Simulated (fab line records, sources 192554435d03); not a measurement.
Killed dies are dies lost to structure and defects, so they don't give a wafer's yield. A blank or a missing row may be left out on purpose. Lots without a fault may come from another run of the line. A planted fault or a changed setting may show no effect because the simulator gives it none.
A struck lot beside a sound one | flow n5_finfet | 40 steps out of a route of 1938
Sound: wafers L224.2, L224.4, L224.5. Struck: wafers L230.1, L230.2, L230.6. The cause comes at the end.
At each step with rows: each side's tool, then ch and its chambers, then its first start. Under that, the readings that differ: sound wafers | struck wafers | difference of the means | sigmas: that difference in standard deviations of wafers without a fault.
alike: readings whose means differ by less than 2 such deviations, and words and numbers that are the same on both sides. not compared: withheld readings, readings that some wafer has no value for, bounds like >300 that may hide the same value, and numbers for which the record gives no deviation and whose values overlap.
The two part at a step that has a row with sigmas, a row that says differs or no value, or rows on one side only. Numbers that don't overlap but have no deviation are shown without sigmas and don't part them. A reading that every wafer of one side lacks parts them only if that side has two wafers or more.

N5_BEOL_M13_ETCH_59: etches BARC in N2/H2, target depth 89 nm, overetch 26.7 nm, time 67.9 s.
  sound on rie_diel-02 ch 0,1, day 13 06:31; struck on rie_diel-04 ch 0,2, day 15 16:34
  alike: drypump_motor_current_A, oes_product_au, rf_vpp_V, showerhead_plenum_p_Torr, throttle_valve_pct
  not compared: rf_hours_counter_h
N5_BEOL_M13_VIA_ETCH_16: etches SiOC in C4F8/O2/Ar, target depth 921.7 nm.
  sound on rie_diel-02 ch 0,1, day 13 06:34; struck on rie_diel-04 ch 0,2, day 15 16:37
  reading                | sound             | struck            | difference | sigmas
  throttle_valve_pct (%) | 23.85 24.13 24.13 | 24.01 24.64 24.65 | +0.40      | +2
  alike: drypump_motor_current_A, oes_product_au, rf_vpp_V, showerhead_plenum_p_Torr
then, 1 step without rows for these wafers: N5_BEOL_M13_STRIP_63 (strips in N2/H2).
N5_BEOL_M13_STRIP_64: strips in N2/H2.
  sound on plasma_asher-01 ch 0,1, day 13 06:52; struck on plasma_asher-01 ch 0,1, day 15 16:55
  alike: drypump_motor_current_A, heater_power_w, oes_product_au, strip_time_to_endpoint_s
  not compared: rf_hours_counter_h
then, 2 steps without rows for these wafers: N5_BEOL_M13_STRIP_71 (strips in post etch residue remover, time 60 s); N5_BEOL_M13_SRD_72 (time 30 s, dry time 30 s).
N5_BEOL_M13_CD_MEAS_17: target cd 190 nm.
  sound on cd_sem-01, day 13 07:01; struck on cd_sem-01, day 15 17:04
  alike: cd_nm
then, 5 steps without rows for these wafers: N5_BEOL_M13_COAT_65 (time 60 s, resist thk 350 nm); N5_BEOL_M13_COAT_66 (time 60 s, resist thk 110 nm); N5_BEOL_M13_COAT_22 (resist thk 300 nm); N5_BEOL_M13_EBR_24; N5_BEOL_M13_SOFTBAKE_23 (time 60 s).
N5_BEOL_M13_EXPOSE_25: exposes mask M13, target cd 210 nm.
  sound on krf_scanner-01 ch 0, day 13 07:10; struck on krf_scanner-01 ch 0, day 15 17:13
  reading              | sound                | struck               | difference | sigmas
  exposure_dose_mJ_cm2 | 22.007 21.997 21.928 | 19.791 19.784 19.790 | -2.189     | -99 or more
  alike: mask
then, 3 steps without rows for these wafers: N5_BEOL_M13_PEB_26 (peb time 90 s); N5_BEOL_M13_DEVELOP_27 (develop time 45 s); N5_BEOL_M13_HARDBAKE_32 (time 120 s).
N5_BEOL_M13_CD_MEAS_28: target cd 209.5 nm.
  sound on cd_sem-01 ch 0, day 13 07:20; struck on cd_sem-01 ch 0, day 15 17:23
  reading    | sound             | struck            | difference | sigmas
  cd_nm (nm) | 205.6 207.7 208.1 | 259.0 227.0 225.9 | +30.2      | +18
N5_BEOL_M13_OVL_MEAS_29:
  sound on overlay-02 ch 0, day 13 07:22; struck on overlay-02 ch 0, day 15 17:25
  alike: M13_OVL
N5_BEOL_M13_INSPECT_30: inspects for defects (macro).
  sound on defect_inspect-01, day 13 07:23; struck on defect_inspect-02, day 15 17:26
  alike: raw_defect_count
N5_BEOL_M13_DESCUM_33: chemistry O2, time 7.9 s.
  sound on rie_diel-02 ch 0,2,3, day 13 07:38; struck on rie_diel-04 ch 0,2, day 15 17:28
  reading                   | sound             | struck          | difference | sigmas
  model.BEOL_M13.cd_nm (nm) | 205.8 207.4 208.2 | 258.6 226.4 226 | +29.9      |
  alike: drypump_motor_current_A, oes_product_au, rf_vpp_V, showerhead_plenum_p_Torr, throttle_valve_pct
  not compared: rf_hours_counter_h
N5_BEOL_M13_ETCH_67: etches SiARC in CF4, target depth 143 nm, time 238.3 s.
  sound on rie_diel-02 ch 0,2,3, day 13 07:40; struck on rie_diel-04 ch 0,2, day 15 17:31
  alike: cf4_flow_sccm, drypump_motor_current_A, etch_rf_on_time_s, oes_product_au, rf_vpp_V, showerhead_plenum_p_Torr, throttle_valve_pct
  not compared: rf_hours_counter_h
then, 4 steps without rows for these wafers: N5_BEOL_M13_ETCH_68 (etches SOC in N2/H2, time 355 s); N5_BEOL_M13_STRIP_69 (strips in N2/H2); N5_BEOL_M13_TRENCH_ETCH_34 (etches SiOC in C4F8/O2/Ar, target depth 413.47 nm, time 162.6 s); N5_BEOL_M13_STRIP_70 (strips in C4F8/O2/Ar).
N5_BEOL_M13_STRIP_37: strips in N2/H2.
  sound on plasma_asher-01 ch 0,1, day 13 08:15; struck on plasma_asher-01 ch 0,1, day 15 18:05
  alike: drypump_motor_current_A, heater_power_w, oes_product_au
  not compared: rf_hours_counter_h
N5_BEOL_M13_ETCH_38: etches SiCN in CF4/N2, target depth 67.5 nm, time 71.9 s.
  sound on rie_diel-05 ch 1,2, day 13 11:38; struck on rie_diel-05 ch 0,2,3, day 15 20:48
  reading                   | sound             | struck          | difference | sigmas
  model.BEOL_M13.cd_nm (nm) | 207.2 208.2 209.4 | 259.2 228 226.8 | +29.7      |
  alike: cf4_flow_sccm, drypump_motor_current_A, oes_product_au, rf_vpp_V, showerhead_plenum_p_Torr, throttle_valve_pct
  not compared: rf_hours_counter_h
then, 12 steps without rows for these wafers: N5_BEOL_M13_PRECLEAN_39 (cleans in residue remover, time 60 s); N5_BEOL_M13_SRD_40 (time 30 s, dry time 30 s); N5_BEOL_M13_DEGAS_41 (time 60 s); N5_BEOL_M13_PRE_CLEAN_42 (time 30 s); N5_BEOL_M13_SPUTTER_43 (material TaN, target thk 15 nm, time 24.19 s); N5_BEOL_M13_SPUTTER_44 (material Ta, target thk 10 nm, time 16.13 s); N5_BEOL_M13_SPUTTER_45 (material Cu, target thk 80 nm, time 13.33 s); N5_BEOL_M13_ECD_47 (material Cu, target thk 936 nm); N5_BEOL_M13_ANNEAL_48 (time 90 s); N5_BEOL_M13_CMP_49 (polishes, stops on SiOC, t overpolish 17.1 s, target thk 420 nm); N5_BEOL_M13_PRE_CLEAN_52 (time 15 s); N5_BEOL_M13_DEP_53 (deposits SiCN from 3MS/NH3, target thk 50 nm, time 17.8 s).
N5_BEOL_M15_RC_MEAS_101:
  sound on prober-01 ch 0, day 14 08:04; struck on prober-02 ch 0, day 16 15:02
  reading                    | sound                   | struck          | difference | sigmas
  COMB_M5 (S/m)              | 2.3e-11 4.2e-11 2.3e-11 | 5.3e-11 3.6e-11 | +1.5e-11   | +2
  SERP_M13 (ohm/um)          | 0.310 0.316 0.315       | 0.271 0.271     | -0.043     | -7
  SERP_M13_max_site (ohm/um) | 0.313 0.317 0.316       | 0.274 0.274     | -0.041     | -6
  alike: COMB_M10, COMB_M11, COMB_M12, COMB_M13, COMB_M14, COMB_M15, COMB_M6, COMB_M7, COMB_M8, COMB_M9, SERP_M10, SERP_M11, SERP_M12, SERP_M14, SERP_M5, SERP_M6, SERP_M6_max_site, SERP_M7, SERP_M8, SERP_M9

WHERE THEY PART
First at N5_BEOL_M13_VIA_ETCH_16; last, within this record, at N5_BEOL_M15_RC_MEAS_101.

WHY: what the simulator had put in
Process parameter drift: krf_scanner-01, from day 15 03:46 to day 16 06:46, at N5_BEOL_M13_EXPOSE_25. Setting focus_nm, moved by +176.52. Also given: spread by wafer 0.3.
